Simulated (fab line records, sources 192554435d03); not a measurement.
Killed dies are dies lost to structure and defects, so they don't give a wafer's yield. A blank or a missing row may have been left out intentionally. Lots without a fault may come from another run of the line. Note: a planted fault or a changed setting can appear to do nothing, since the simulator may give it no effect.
Which tool did it? ; flow n5-finfet ; 24 lots, 72 wafers sampled, at 3 steps of a route of 1938

WHAT THE GAUGES READ, wafer by wafer
N5_BEOL_M10_CD_MEAS_28: the cd target is 70 nm.
lot;measured;on;cd-nm (nm)
L075;day 10 11:25;cd-sem-03;69.9 70.8 70.9
L076;day 10 18:31;cd-sem-02;71.2 70.3 70.2
L074;day 10 22:20;cd-sem-02;70.5 68.7 70.1
L077;day 11 04:59;cd-sem-03;69.7 70.1 70.5
L079;day 12 02:24;cd-sem-02;71.2 69.0 69.9
L078;day 12 02:34;cd-sem-02;70.5 71.3 69.3
L082;day 12 08:22;cd-sem-02;69.3 70.5 69.0
L080;day 12 08:38;cd-sem-01;69.3 68.9 70.9
L081;day 12 10:21;cd-sem-02;68.2 69.1 67.5
L083;day 12 17:12;cd-sem-01;70.5 70.9 70.9
L085;day 12 19:17;cd-sem-03;71.8 70.3 71.5
L084;day 12 19:32;cd-sem-02;71.8 70.8 71.4
L087;day 13 13:53;cd-sem-03;70.3 70.7 69.3
L086;day 13 16:53;cd-sem-02;69.9 70.0 70.6
L088;day 13 21:04;cd-sem-02;71.1 71.2 71.1
L089;day 14 02:26;cd-sem-03;70.1 69.0 68.9
L090;day 14 11:56;cd-sem-02;70.5 71.9 71.2
L091;day 14 12:06;cd-sem-02;69.8 70.7 70.5
L092;day 14 22:29;cd-sem-03;69.9 69.6 69.2
L095;day 15 10:35;cd-sem-02;70.9 69.8 69.7
L093;day 15 14:39;cd-sem-02;71.5 71.8 71.6
L096;day 15 23:43;cd-sem-01;72.0 71.9 72.3
L094;day 15 23:53;cd-sem-02;69.6 70.5 69.0
L097;day 16 11:26;cd-sem-03;71.6 70.7 71.2

N5_BEOL_M10_INSPECT_30: inspects for defects (brightfield).
lot;measured;on;raw-defect-count
L075;day 10 11:29;defect-inspect-01;321 322 331
L076;day 10 18:34;defect-inspect-02;449 517 295
L074;day 10 22:23;defect-inspect-02;578 546 513
L077;day 11 05:02;defect-inspect-01;350 580 483
L079;day 12 02:27;defect-inspect-02;483 463 493
L078;day 12 02:37;defect-inspect-02;347 369 416
L082;day 12 08:26;defect-inspect-02;385 349 289
L080;day 12 08:41;defect-inspect-01;291 389 476
L081;day 12 10:25;defect-inspect-01;380 381 451
L083;day 12 17:15;defect-inspect-02;372 364 486
L085;day 12 19:20;defect-inspect-01;285 287 272
L084;day 12 19:35;defect-inspect-02;325 371 322
L087;day 13 13:56;defect-inspect-01;343 385 412
L086;day 13 16:56;defect-inspect-02;247 290 405
L088;day 13 21:08;defect-inspect-02;414 433 364
L089;day 14 02:29;defect-inspect-01;275 244 272
L090;day 14 11:59;defect-inspect-02;370 396 372
L091;day 14 12:09;defect-inspect-01;478 405 308
L092;day 14 22:32;defect-inspect-02;433 396 370
L095;day 15 10:38;defect-inspect-02;388 553 475
L093;day 15 14:43;defect-inspect-02;258 241 295
L096;day 15 23:46;defect-inspect-02;379 401 343
L094;day 15 23:56;defect-inspect-01;309 540 420
L097;day 16 11:29;defect-inspect-01;458 543 570

WHAT TOOL EACH LOT RAN ON (gives the tool, then ch and the chambers of the sampled wafers, and finally the start)
lot;N5_BEOL_M10_PECVD_70
L075;pecvd-02 ch 0,2, day 10 02:55
L076;pecvd-03 ch 0,1,2, day 10 15:06
L074;pecvd-01 ch 0,1, day 10 15:37
L077;pecvd-01 ch 0,1,2, day 11 01:49
L079;pecvd-01 ch 0,2, day 11 21:29
L078;pecvd-02 ch 0,2, day 11 22:12
L082;pecvd-03 ch 0,1,2, day 12 04:55
L080;pecvd-03 ch 0,2, day 12 05:02
L081;pecvd-02 ch 0,1, day 12 06:01
L083;pecvd-03 ch 0,1,2, day 12 14:39
L085;pecvd-02 ch 1,2, day 12 16:19
L084;pecvd-01 ch 0,2, day 12 16:38
L087;pecvd-02 ch 0,1,2, day 13 09:44
L086;pecvd-03 ch 0,1, day 13 10:56
L088;pecvd-01 ch 1,2, day 13 15:12
L089;pecvd-03 ch 0,1,2, day 14 00:31
L090;pecvd-03 ch 0,1, day 14 07:06
L091;pecvd-03 ch 0,1, day 14 09:41
L092;pecvd-03 ch 0,1,2, day 14 15:57
L095;pecvd-01 ch 0,1,2, day 15 09:10
L093;pecvd-03 ch 0,2, day 15 10:42
L096;pecvd-01 ch 0,1,2, day 15 18:23
L094;pecvd-03 ch 0,1,2, day 15 18:41
L097;pecvd-03 ch 0,1,2, day 16 06:20
- N5_BEOL_M10_PECVD_70: deposits SiO2 from TEOS/O2, target thk 20 nm, time 22.7 s.

AS READ BY THE TOOLS THEMSELVES (means over the sampled wafers that have a number; for cases with no such wafer, the mark the record gives instead)
N5_BEOL_M10_PECVD_70.
lot;tool;heater-power-w (W);showerhead-plenum-p-Torr (Torr);throttle-valve-pct (%)
L075;pecvd-02;683;8.89;22.0
L076;pecvd-03;746;8.80;22.0
L074;pecvd-01;770;8.83;22.4
L077;pecvd-01;715;8.78;22.2
L079;pecvd-01;621;8.76;22.7
L078;pecvd-02;681;8.88;22.1
L082;pecvd-03;677;8.80;22.1
L080;pecvd-03;614;8.78;21.9
L081;pecvd-02;714;8.90;23.0
L083;pecvd-03;702;8.80;21.8
L085;pecvd-02;744;8.90;22.4
L084;pecvd-01;674;8.73;22.4
L087;pecvd-02;722;8.90;22.6
L086;pecvd-03;779;8.81;22.2
L088;pecvd-01;845;8.80;22.1
L089;pecvd-03;662;8.79;22.2
L090;pecvd-03;721;8.84;22.6
L091;pecvd-03;722;8.81;22.1
L092;pecvd-03;725;8.79;22.1
L095;pecvd-01;732;8.77;22.5
L093;pecvd-03;590;8.79;22.1
L096;pecvd-01;701;8.78;22.2
L094;pecvd-03;733;8.81;22.1
L097;pecvd-03;702;8.79;22.1

THE ANSWER, worked out from the rows above alone
Rule: the lots themselves supply what counts as usual. The widest of any qualifying gaps counts: lots, ordered by their means at a reading, are off when they make up no more than a third of the lots, leave a main group of 4 or more, and stand apart from it by 3 or more times the standard deviation of that group's means. Not used: any main group whose means are identical at the precision the tables above print for the reading. A lot without any number at a reading at which 4 lots or more have one is off too. Where the step has rows for the other lots, those lots are counted as sound. Order of review: gauges by route order, followed by the tools' own readings, for which a lot's mean as printed above is used. At the first step where some lot is off, the reading lying furthest off is the one used; lots without a number count as furthest.
Across all readings shown, no lot is off: no conclusion can be drawn from this.

WHAT HAD BEEN PUT IN BY THE SIMULATOR
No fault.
